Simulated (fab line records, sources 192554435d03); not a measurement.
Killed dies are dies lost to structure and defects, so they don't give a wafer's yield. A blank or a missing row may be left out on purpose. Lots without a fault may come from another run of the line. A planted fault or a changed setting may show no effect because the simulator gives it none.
Which tool did it? | flow n5_finfet | 8 lots, 24 wafers sampled, at 6 steps of a route of 1938

WHAT THE GAUGES READ, wafer by wafer
N5_SD_EPI_N_CD_MEAS_09: target cd 120 nm. Usual: cd_nm 120.1 nm, standard deviation 0.61.
lot  | measured    | on        | cd_nm (nm)        | flag
L763 | day 3 08:36 | cd_sem-01 | 121.0 119.5 120.1 |
L765 | day 3 19:12 | cd_sem-03 | 119.1 119.3 118.6 |
L771 | day 5 08:02 | cd_sem-02 | 124.7 124.4 124.5 | OFF
L772 | day 5 16:32 | cd_sem-01 | 123.5 123.2 122.9 | OFF
L775 | day 6 05:28 | cd_sem-03 | 120.3 120.6 120.6 |
L777 | day 6 18:59 | cd_sem-03 | 120.8 120.9 120.5 |
L784 | day 8 14:35 | cd_sem-02 | 119.5 120.1 120.2 |
L785 | day 8 17:29 | cd_sem-03 | 119.7 119.1 119.9 |

N5_BEOL_M4_RC_MEAS_101. Usual: DIBL_N 36.4 mV/V, standard deviation 1.2; DIBL_P 36.1 mV/V, standard deviation 1.6; IOFF_N 0.156 nA/um, standard deviation 0.024; IOFF_P 0.21 nA/um, standard deviation 0.031; ION_N 674 uA/um, standard deviation 11; ION_P 463 uA/um, standard deviation 6.9; SS_N 71.5 mV/dec, standard deviation 0.5; SS_P 73.2 mV/dec, standard deviation 0.55; VT_N 250.0 mV, standard deviation 2.9; VT_P -250 mV, standard deviation 3.6.
lot  | measured     | on        | DIBL_N (mV/V)  | DIBL_P (mV/V)  | IOFF_N (nA/um)    | IOFF_P (nA/um) | ION_N (uA/um) | ION_P (uA/um) | SS_N (mV/dec)  | SS_P (mV/dec)  | VT_N (mV)         | VT_P (mV)      | flag
L763 | day 7 23:52  | prober-01 | 36.0 35.7 36.9 | 35.3 35.0 35.9 | 0.151 0.147 0.168 | 0.23 0.22 0.24 | 682 677 679   | 472 471 469   | 71.9 72.0 71.3 | 73.1 72.9 72.6 | 250.8 251.0 247.8 | -246 -246 -245 |
L765 | day 8 06:26  | prober-02 | 35.5 35.4 37.9 | 36.6 36.2 39.3 | 0.160 0.146 0.207 | 0.20 0.18 0.24 | 675 661 679   | 456 450 463   | 71.5 71.3 71.7 | 73.7 73.5 75.0 | 248.2 250.2 244.5 | -252 -257 -249 |
L771 | day 10 06:21 | prober-02 | 39.1 37.1 38.8 | 38.8 35.5 38.1 | 0.219 0.158 0.207 | 0.26 0.21 0.25 | 698 676 698   | 476 466 471   | 72.2 71.5 71.7 | 73.5 73.5 73.9 | 243.5 249.8 244.3 | -246 -249 -246 |
L772 | day 10 10:08 | prober-02 | 36.3 36.3 36.1 | 35.8 35.8 35.7 | 0.159 0.161 0.152 | 0.21 0.21 0.21 | 687 685 668   | 467 472 458   | 71.9 71.1 70.8 | 73.7 74.1 73.5 | 249.2 248.0 249.3 | -251 -251 -250 |
L775 | day 11 02:11 | prober-01 | 37.0 37.7 36.5 | 35.7 36.9 35.4 | 0.143 0.156 0.135 | 0.17 0.18 0.16 | 665 684 667   | 455 458 454   | 72.0 72.1 71.4 | 73.3 73.2 73.1 | 250.7 249.1 252.3 | -259 -258 -259 |
L777 | day 11 12:38 | prober-02 | 37.7 35.5 35.6 | 36.7 34.2 34.6 | 0.170 0.130 0.140 | 0.20 0.16 0.17 | 672 667 671   | 455 460 460   | 71.7 70.6 71.4 | 74.1 73.1 73.3 | 250.4 253.5 252.1 | -252 -256 -254 |
L784 | day 14 02:38 | prober-02 | 37.1 36.2 36.1 | 37.7 36.1 36.2 | 0.179 0.154 0.154 | 0.23 0.20 0.20 | 668 657 670   | 464 455 460   | 71.8 71.2 71.6 | 74.1 73.4 73.5 | 247.6 252.0 250.1 | -249 -253 -253 |
L785 | day 14 02:44 | prober-01 | 35.8 35.0 35.1 | 35.8 34.4 34.8 | 0.156 0.141 0.140 | 0.19 0.17 0.17 | 678 674 681   | 464 452 464   | 71.4 72.0 71.5 | 73.8 73.3 72.8 | 248.1 251.6 248.5 | -253 -255 -254 |

WHICH TOOL RAN EACH LOT (tool, then ch and the chambers of the sampled wafers, then the start)
lot  | N5_DUMMY_GATE_STRIP_41            | N5_DUMMY_GATE_HM_OPEN_21          | N5_SD_EPI_N_EXPOSE_06             | N5_SD_EPI_N_ETCH_16
L763 | rie_diel-04 ch 0,1,2, day 3 07:01 | rie_diel-04 ch 0,1,2, day 3 07:04 | arfi_scanner-02 ch 0, day 3 08:28 | rie_diel-03 ch 0,1,3, day 3 09:18
L765 | rie_diel-04 ch 0,2, day 3 17:31   | rie_diel-04 ch 0,2, day 3 17:34   | arfi_scanner-01 ch 0, day 3 19:05 | rie_diel-03 ch 0,1,3, day 3 20:01
L771 | rie_diel-06 ch 0,3, day 5 06:16   | rie_diel-06 ch 0,3, day 5 06:19   | arfi_scanner-03 ch 0, day 5 07:55 | rie_diel-03 ch 0,2,3, day 5 08:54
L772 | rie_diel-05 ch 0,2,3, day 5 13:53 | rie_diel-05 ch 0,2,3, day 5 13:55 | arfi_scanner-03 ch 0, day 5 16:25 | rie_diel-02 ch 0,1,3, day 5 17:37
L775 | rie_diel-04 ch 0,1,2, day 6 03:46 | rie_diel-04 ch 0,1,2, day 6 03:48 | arfi_scanner-02 ch 0, day 6 05:20 | rie_diel-03 ch 2,3, day 6 06:10
L777 | rie_diel-05 ch 0,1, day 6 17:16   | rie_diel-05 ch 0,1, day 6 17:18   | arfi_scanner-01 ch 0, day 6 18:52 | rie_diel-03 ch 0,1,2, day 6 19:41
L784 | rie_diel-06 ch 0,3, day 8 10:46   | rie_diel-06 ch 0,3, day 8 10:49   | arfi_scanner-01 ch 0, day 8 14:28 | rie_diel-02 ch 1,2,3, day 8 15:20
L785 | rie_diel-05 ch 0,2, day 8 15:25   | rie_diel-05 ch 0,2, day 8 15:27   | arfi_scanner-02 ch 0, day 8 17:22 | rie_diel-03 ch 2,3, day 8 18:12
- N5_DUMMY_GATE_STRIP_41: strips in O2.
- N5_DUMMY_GATE_HM_OPEN_21: chemistry CH3F/O2, target SiNx, target depth 120 nm, time 171.4 s.
- N5_SD_EPI_N_EXPOSE_06: exposes mask SD N BLK, target cd 120 nm.
- N5_SD_EPI_N_ETCH_16: etches SiO2 in CHF3/O2, target depth 5 nm.

WHAT THE TOOLS THEMSELVES READ (means of the sampled wafers that have a number; where no wafer has one, the mark that the record gives instead)
N5_DUMMY_GATE_STRIP_41. Usual: chamber_pressure_mTorr 29.999 mTorr, standard deviation 0.029; drypump_motor_current_A 5.8 A, standard deviation 0.39; oes_product_au 0.76 a.u., standard deviation 0.082; rf_vpp_V 3.6 V, standard deviation 0.51; showerhead_plenum_p_Torr 2.10 Torr, standard deviation 0.06; throttle_valve_pct 16.77 %, standard deviation 0.25.
lot  | tool        | chamber_pressure_mTorr (mTorr) | drypump_motor_current_A (A) | oes_product_au (a.u.) | rf_vpp_V (V) | showerhead_plenum_p_Torr (Torr) | throttle_valve_pct (%) | flag
L763 | rie_diel-04 | 29.999                         | 6.0                         | 0.77                  | 3.8          | 2.10                            | 16.85                  |
L765 | rie_diel-04 | 30.040                         | 5.9                         | 0.82                  | 3.2          | 2.06                            | 16.84                  |
L771 | rie_diel-06 | 30.024                         | 5.6                         | 0.74                  | 3.2          | 2.17                            | 16.55                  |
L772 | rie_diel-05 | 30.015                         | 5.6                         | 0.84                  | 3.8          | 2.11                            | 16.64                  |
L775 | rie_diel-04 | 29.975                         | 6.0                         | 0.73                  | 3.7          | 2.09                            | 16.89                  |
L777 | rie_diel-05 | 30.008                         | 5.6                         | 0.72                  | 3.4          | 2.06                            | 16.89                  |
L784 | rie_diel-06 | 30.020                         | 5.4                         | 0.73                  | 4.3          | 2.17                            | 16.56                  |
L785 | rie_diel-05 | 30.009                         | 5.4                         | 0.82                  | 3.4          | 2.13                            | 16.71                  |

N5_DUMMY_GATE_HM_OPEN_21. Usual: chamber_pressure_mTorr 30.002 mTorr, standard deviation 0.027; drypump_motor_current_A 5.8 A, standard deviation 0.39; oes_product_au 0.76 a.u., standard deviation 0.083; rf_vpp_V 301 V, standard deviation 3.2; showerhead_plenum_p_Torr 2.03 Torr, standard deviation 0.064; throttle_valve_pct 16.56 %, standard deviation 0.24.
lot  | tool        | chamber_pressure_mTorr (mTorr) | drypump_motor_current_A (A) | oes_product_au (a.u.) | rf_vpp_V (V) | showerhead_plenum_p_Torr (Torr) | throttle_valve_pct (%) | flag
L763 | rie_diel-04 | 29.982                         | 6.0                         | 0.77                  | 302          | 2.02                            | 16.64                  |
L765 | rie_diel-04 | 29.997                         | 5.9                         | 0.82                  | 300          | 1.98                            | 16.58                  |
L771 | rie_diel-06 | 29.993                         | 5.6                         | 0.74                  | 303          | 2.09                            | 16.35                  |
L772 | rie_diel-05 | 29.990                         | 5.6                         | 0.83                  | 298          | 2.04                            | 16.43                  |
L775 | rie_diel-04 | 30.003                         | 6.0                         | 0.73                  | 302          | 2.01                            | 16.70                  |
L777 | rie_diel-05 | 29.982                         | 5.7                         | 0.72                  | 301          | 1.98                            | 16.68                  |
L784 | rie_diel-06 | 30.023                         | 5.4                         | 0.73                  | 303          | 2.09                            | 16.37                  |
L785 | rie_diel-05 | 30.010                         | 5.4                         | 0.81                  | 299          | 2.06                            | 16.53                  |

N5_SD_EPI_N_EXPOSE_06. Usual: exposure_dose_mJ_cm2 39.74, standard deviation 0.04; focus_offset_nm 0.0 nm, standard deviation 0.44.
lot  | tool            | exposure_dose_mJ_cm2 | focus_offset_nm (nm) | flag
L763 | arfi_scanner-02 | 39.76                | -0.0                 |
L765 | arfi_scanner-01 | 39.72                | 0.1                  |
L771 | arfi_scanner-03 | 42.58                | -0.4                 | OFF
L772 | arfi_scanner-03 | 41.97                | -0.1                 | OFF
L775 | arfi_scanner-02 | 39.77                | 0.2                  |
L777 | arfi_scanner-01 | 39.76                | 0.0                  |
L784 | arfi_scanner-01 | 39.68                | -0.6                 |
L785 | arfi_scanner-02 | 39.83                | 0.6                  |

N5_SD_EPI_N_ETCH_16. Usual: chamber_pressure_mTorr 29.999 mTorr, standard deviation 0.026; drypump_motor_current_A 5.9 A, standard deviation 0.44; oes_product_au 0.77 a.u., standard deviation 0.082; rf_vpp_V 522 V, standard deviation 5.4; showerhead_plenum_p_Torr 2.41 Torr, standard deviation 0.076; throttle_valve_pct 18.79 %, standard deviation 0.23.
lot  | tool        | chamber_pressure_mTorr (mTorr) | drypump_motor_current_A (A) | oes_product_au (a.u.) | rf_vpp_V (V) | showerhead_plenum_p_Torr (Torr) | throttle_valve_pct (%) | flag
L763 | rie_diel-03 | 29.997                         | 6.1                         | 0.73                  | 523          | 2.43                            | 18.88                  |
L765 | rie_diel-03 | 30.014                         | 6.1                         | 0.72                  | 523          | 2.43                            | 18.90                  |
L771 | rie_diel-03 | 30.003                         | 6.3                         | 0.72                  | 526          | 2.36                            | 18.91                  |
L772 | rie_diel-02 | 30.021                         | 5.4                         | 0.79                  | 524          | 2.40                            | 18.72                  |
L775 | rie_diel-03 | 29.979                         | 6.4                         | 0.73                  | 527          | 2.33                            | 18.94                  |
L777 | rie_diel-03 | 29.973                         | 6.2                         | 0.71                  | 526          | 2.39                            | 18.79                  |
L784 | rie_diel-02 | 29.998                         | 5.4                         | 0.81                  | 522          | 2.40                            | 18.94                  |
L785 | rie_diel-03 | 30.010                         | 6.3                         | 0.70                  | 522          | 2.35                            | 19.12                  |

THE ANSWER, worked out from the rows above alone
Rule: a lot is off if the mean of its wafers that have a number lies more than 3 standard deviations from the usual mean. A lot without any number at a reading at which 4 lots or more have one is off too. The other lots that the step has rows for count as sound. The gauges are gone through in route order, then the tools' own readings, and for those a lot's mean is taken as printed above. The first step at which some lot is off is used, and at that step the reading that is off furthest; a lot without a number counts as furthest.
Off: L771, L772, at N5_SD_EPI_N_CD_MEAS_09 (cd_nm).
A tool fits if, at a process step before that reading, it ran every lot that is off, and no sound lot after the first of them. The gauges at N5_SD_EPI_N_CD_MEAS_09 aren't tried: what is off there is off at N5_SD_EPI_N_EXPOSE_06 too, on other tools, and a gauge's error can't cause that. One fits: arfi_scanner-03 at N5_SD_EPI_N_EXPOSE_06. It ran no sound lot before its first lot that is off in this sample, so the start can't be narrowed down.
The tool's own readings at N5_SD_EPI_N_EXPOSE_06 bear it out: on the lots that are off they differ by more than 5 times the standard deviation of the sound lots' means. exposure_dose_mJ_cm2 reads 42.27 there against 39.75 on the sound lots.

WHAT THE SIMULATOR HAD PUT IN
Process parameter drift: arfi_scanner-03, from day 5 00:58 on, at N5_SD_EPI_N_EXPOSE_06. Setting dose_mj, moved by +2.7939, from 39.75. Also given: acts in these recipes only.
Lots struck among those shown: L771, L772. The rule above found the same.
